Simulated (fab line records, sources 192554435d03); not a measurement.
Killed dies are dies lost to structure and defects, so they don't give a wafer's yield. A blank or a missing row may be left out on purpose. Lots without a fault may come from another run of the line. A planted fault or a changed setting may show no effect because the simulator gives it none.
Chamber matching | flow n5_finfet | N5_GATE_CUT_CMP_02 on cmp-04: 4 sister chambers
The step polishes, stops on SiO2, t overpolish 12.7 s, target thk 0 nm. 16 wafers are shown with their chamber, then 8 later ones without.

WAFERS WITH THEIR CHAMBER
wafer  | chamber | motor_current_A (A) | time_to_endpoint_s (s) | overpolish_run_s (s)
L074.2 | 0       | 8.0                 | 29                     | 12.703
L074.4 | 2       | 7.8                 | 28                     | 12.699
L074.5 | 2       | 7.6                 | 28                     | 12.703
L077.2 | 1       | 9.1                 | 32                     | 12.684
L077.3 | 0       | 8.3                 | 31                     | 12.703
L077.6 | 2       | 7.4                 | 32                     | 12.698
L078.2 | 1       | 8.6                 | 31                     | 12.696
L078.3 | 2       | 7.8                 | 29                     | 12.698
L078.5 | 1       | 8.8                 | 33                     | 12.713
L080.2 | 2       | 7.7                 | 28                     | 12.712
L080.3 | 1       | 8.7                 | 32                     | 12.705
L080.6 | 2       | 8.1                 | 29                     | 12.685
L082.1 | 1       | 8.9                 | 28                     | 12.721
L082.2 | 3       | 9.4                 | 26                     | 12.709
L082.4 | 0       | 7.9                 | 27                     | 12.702
L085.4 | 1       | 9.1                 | 29                     | 12.700

SIGNATURES (means of the wafers above)
reading            | chamber 0 | chamber 1 | chamber 2 | chamber 3 | scatter within a chamber
motor_current_A    | 8.067     | 8.867     | 7.733     | 9.400     | 0.219
time_to_endpoint_s | 29.00     | 30.83     | 29.00     | 26.00     | 1.8
overpolish_run_s   | 12.70267  | 12.70317  | 12.69917  | 12.70900  | 0.0101
Rule: a wafer's distance from a chamber is the root of the sum, over the readings, of the square of ((its reading less the chamber's mean) divided by the reading's scatter). The wafer belongs to the nearest chamber; if the next one is less than 2 further off, it can't be placed. The scatter: the root of (the sum of the squares of (reading less its chamber's mean) over the shown wafers, divided by (wafers less chambers)).

WAFERS WITHOUT THEIR CHAMBER
wafer  | motor_current_A (A) | time_to_endpoint_s (s) | overpolish_run_s (s)
L085.5 | 8.8                 | 30                     | 12.716
L085.6 | 7.4                 | 27                     | 12.707
L091.1 | 9.1                 | 33                     | 12.700
L091.3 | 7.9                 | 27                     | 12.696
L091.5 | 8.0                 | 30                     | 12.684
L096.1 | 8.7                 | 29                     | 12.684
L096.2 | 8.4                 | 25                     | 12.707
L096.5 | 7.7                 | 26                     | 12.703

WHICH CHAMBER EACH WENT THROUGH
wafer  | from the rows above               | in truth
L085.5 | 1                                 | 1
L085.6 | can't be placed: 2 or 0           | 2
L091.1 | 1                                 | 1
L091.3 | can't be placed: 2 or 0           | 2
L091.5 | can't be placed: 0 or 2           | 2
L096.1 | can't be placed: 1 or 0           | 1
L096.2 | can't be placed: 0 or 2 or 1 or 3 | 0
L096.5 | can't be placed: 2 or 0           | 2
Placed correctly: 2 of 8. Can't be placed from these rows: 6 (the true chamber is among the candidates in 6). Placed wrongly: 0.
